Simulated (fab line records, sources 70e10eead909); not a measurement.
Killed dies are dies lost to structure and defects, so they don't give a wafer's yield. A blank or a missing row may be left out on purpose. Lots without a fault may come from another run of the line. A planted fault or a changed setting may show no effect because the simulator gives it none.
Which tool did it? | flow nand_harc | 13 lots, 39 wafers sampled, at 5 steps of a route of 1302

WHAT THE GAUGES READ, wafer by wafer
NHARC_END_SORT_01.
lot  | measured     | on        | killed_at_array | killed_at_other | killed_at_periphery | killed_dies | killed_open | killed_short
L160 | day 32 20:59 | prober-02 | 78 99 77        | 0 1 0           | 2 2 2               | 80 102 79   | 3 1 6       | 1 2 4
L161 | day 33 01:45 | prober-01 | 101 108 81      | 1 1 0           | 2 3 4               | 104 112 85  | 3 3 2       | 4 2 2

WHICH TOOL RAN EACH LOT (tool, then ch and the chambers of the sampled wafers, then the start)
lot  | NHARC_A_STAIRCASE_STRIP_316        | NHARC_A_BONDPAD_PVD_27                  | NHARC_THIN_TSV_ETCHBACK_48         | NHARC_THIN_TSV_PRE_CLEAN_54
L143 | rie_diel-01 ch 0,1,2, day 17 07:55 | pvd_sputter-01, day 24 01:29 or earlier | rie_diel-13 ch 0,2, day 24 01:29   | pvd_sputter-03, day 24 04:06
L142 | rie_diel-05 ch 1,2, day 17 09:32   | pvd_sputter-02, day 24 00:11 or earlier | rie_diel-02 ch 1,2,3, day 24 00:11 | pvd_sputter-03, day 24 02:50
L145 | rie_diel-01 ch 1,2,3, day 18 09:38 | pvd_sputter-01, day 24 20:01 or earlier | rie_diel-09 ch 0,1,3, day 24 20:01 | pvd_sputter-03, day 24 22:32
L146 | rie_diel-01 ch 0,3, day 18 18:58   | pvd_sputter-03, day 25 04:33 or earlier | rie_diel-02 ch 0,1,3, day 25 04:33 | pvd_sputter-03, day 25 07:07
L147 | rie_diel-01 ch 1,2,3, day 18 20:40 | pvd_sputter-01, day 25 12:51 or earlier | rie_diel-13 ch 0,2,3, day 25 12:51 | pvd_sputter-02, day 25 15:32
L148 | rie_diel-01 ch 0,1,2, day 19 17:44 | pvd_sputter-03, day 26 11:18 or earlier | rie_diel-13 ch 0,1,2, day 26 11:18 | pvd_sputter-03, day 26 13:53
L151 | rie_diel-01 ch 0,1, day 21 00:43   | pvd_sputter-02, day 27 13:16 or earlier | rie_diel-02 ch 0,2,3, day 27 13:16 | pvd_sputter-01, day 27 15:52
L152 | rie_diel-01 ch 0,1,2, day 21 10:59 | pvd_sputter-01, day 28 13:01 or earlier | rie_diel-09 ch 0,2,3, day 28 13:01 | pvd_sputter-02, day 28 15:32
L160 | rie_diel-01 ch 0,2,3, day 24 20:16 | pvd_sputter-01, day 32 05:52 or earlier | rie_diel-13 ch 0,2,3, day 32 05:52 | pvd_sputter-03, day 32 08:35
L162 | rie_diel-10 ch 0,1,2, day 25 12:03 | pvd_sputter-01, day 32 08:23 or earlier | rie_diel-09 ch 0,3, day 32 08:23   | pvd_sputter-01, day 32 10:58
L161 | rie_diel-01 ch 0,2,3, day 25 12:35 | pvd_sputter-02, day 32 07:18 or earlier | rie_diel-13 ch 0,1,2, day 32 07:18 | pvd_sputter-03, day 32 09:55
L164 | rie_diel-10 ch 2,3, day 25 14:02   | pvd_sputter-02, day 32 16:28 or earlier | rie_diel-09 ch 0,2, day 32 16:28   | pvd_sputter-03, day 32 19:10
L165 | rie_diel-05 ch 1,2,3, day 27 04:05 | pvd_sputter-02, day 33 11:38 or earlier | rie_diel-02 ch 0,2,3, day 33 11:38 | pvd_sputter-02, day 33 14:14
- NHARC_A_STAIRCASE_STRIP_316: strips in O2.
- NHARC_A_BONDPAD_PVD_27: deposits Cu, target thk 30 nm, time 20.49 s.
- NHARC_THIN_TSV_ETCHBACK_48: etches the open film in C4F8/Ar, target depth 1028.5 nm, time 405.17 s.
- NHARC_THIN_TSV_PRE_CLEAN_54: time 30 s.

WHAT THE TOOLS THEMSELVES READ (means of the sampled wafers that have a number; where no wafer has one, the mark that the record gives instead)
NHARC_A_STAIRCASE_STRIP_316.
lot  | tool        | drypump_motor_current_A (A) | mfc_ar_sccm (sccm) | oes_product_au (a.u.) | rf_vpp_V (V) | showerhead_plenum_p_Torr (Torr) | throttle_valve_pct (%)
L143 | rie_diel-01 | 5.7                         | 0.014              | 0.997                 | 57.8         | 3.63                            | 17.039
L142 | rie_diel-05 | 5.3                         | 0.023              | 1.002                 | 57.4         | 3.59                            | 17.031
L145 | rie_diel-01 | 5.8                         | 0.019              | 1.004                 | 58.5         | 3.63                            | 17.039
L146 | rie_diel-01 | 5.6                         | 0.036              | 1.001                 | 57.2         | 3.58                            | 17.041
L147 | rie_diel-01 | 5.9                         | 0.019              | 0.988                 | 57.6         | 3.62                            | 17.032
L148 | rie_diel-01 | 5.7                         | 0.014              | 0.997                 | 58.0         | 3.62                            | 17.039
L151 | rie_diel-01 | 5.9                         | 0.011              | 0.996                 | 59.2         | 3.68                            | 17.045
L152 | rie_diel-01 | 5.7                         | 0.014              | 1.008                 | 58.3         | 3.61                            | 17.032
L160 | rie_diel-01 | 5.6                         | 0.029              | 0.997                 | 57.6         | 3.55                            | 17.030
L162 | rie_diel-10 | 5.7                         | 0.005              | 1.019                 | 57.9         | 3.59                            | 17.038
L161 | rie_diel-01 | 5.6                         | 0.029              | 0.996                 | 57.8         | 3.54                            | 17.033
L164 | rie_diel-10 | 5.9                         | 0.005              | 1.009                 | 57.6         | 3.48                            | 17.039
L165 | rie_diel-05 | 5.4                         | 0.014              | 0.996                 | 56.9         | 3.45                            | 17.043

NHARC_A_BONDPAD_PVD_27.
lot  | tool           | throttle_valve_pct (%)
L143 | pvd_sputter-01 | 29.6
L142 | pvd_sputter-02 | 31.4
L145 | pvd_sputter-01 | 30.7
L146 | pvd_sputter-03 | 30.3
L147 | pvd_sputter-01 | 29.6
L148 | pvd_sputter-03 | 28.9
L151 | pvd_sputter-02 | 31.3
L152 | pvd_sputter-01 | 29.6
L160 | pvd_sputter-01 | 29.5
L162 | pvd_sputter-01 | 29.8
L161 | pvd_sputter-02 | 32.1
L164 | pvd_sputter-02 | 31.2
L165 | pvd_sputter-02 | 31.3

NHARC_THIN_TSV_ETCHBACK_48.
lot  | tool        | oes_product_au (a.u.) | rf_vpp_V (V)
L143 | rie_diel-13 | 0.93                  | 544
L142 | rie_diel-02 | 0.92                  | 550
L145 | rie_diel-09 | 0.93                  | 543
L146 | rie_diel-02 | 1.00                  | 546
L147 | rie_diel-13 | 0.92                  | 544
L148 | rie_diel-13 | 0.92                  | 544
L151 | rie_diel-02 | 1.00                  | 547
L152 | rie_diel-09 | 0.92                  | 542
L160 | rie_diel-13 | 1.00                  | 543
L162 | rie_diel-09 | 0.97                  | 542
L161 | rie_diel-13 | 0.99                  | 545
L164 | rie_diel-09 | 0.95                  | 542
L165 | rie_diel-02 | 1.00                  | 548

NHARC_THIN_TSV_PRE_CLEAN_54.
lot  | tool           | heater_power_w (W)
L143 | pvd_sputter-03 | 372
L142 | pvd_sputter-03 | 408
L145 | pvd_sputter-03 | 352
L146 | pvd_sputter-03 | 381
L147 | pvd_sputter-02 | 340
L148 | pvd_sputter-03 | 412
L151 | pvd_sputter-01 | 406
L152 | pvd_sputter-02 | 401
L160 | pvd_sputter-03 | 389
L162 | pvd_sputter-01 | 388
L161 | pvd_sputter-03 | 355
L164 | pvd_sputter-03 | 388
L165 | pvd_sputter-02 | 395

THE ANSWER, worked out from the rows above alone
Rule: what is usual is taken from the lots themselves. Put in order of their means at a reading, lots are off if they are a third of the lots or fewer, leave a main group of 4 or more, and stand apart from it by a gap of 3 or more times the standard deviation of the main group's means; of several such gaps the widest counts. A main group whose means are all the same, to the digits that the tables above print for the reading, isn't used. A lot without any number at a reading at which 4 lots or more have one is off too. The other lots that the step has rows for count as sound. The gauges are gone through in route order, then the tools' own readings, and for those a lot's mean is taken as printed above. The first step at which some lot is off is used, and at that step the reading that is off furthest; a lot without a number counts as furthest.
No lot is off at any reading shown: from this, nothing can be told.

WHAT THE SIMULATOR HAD PUT IN
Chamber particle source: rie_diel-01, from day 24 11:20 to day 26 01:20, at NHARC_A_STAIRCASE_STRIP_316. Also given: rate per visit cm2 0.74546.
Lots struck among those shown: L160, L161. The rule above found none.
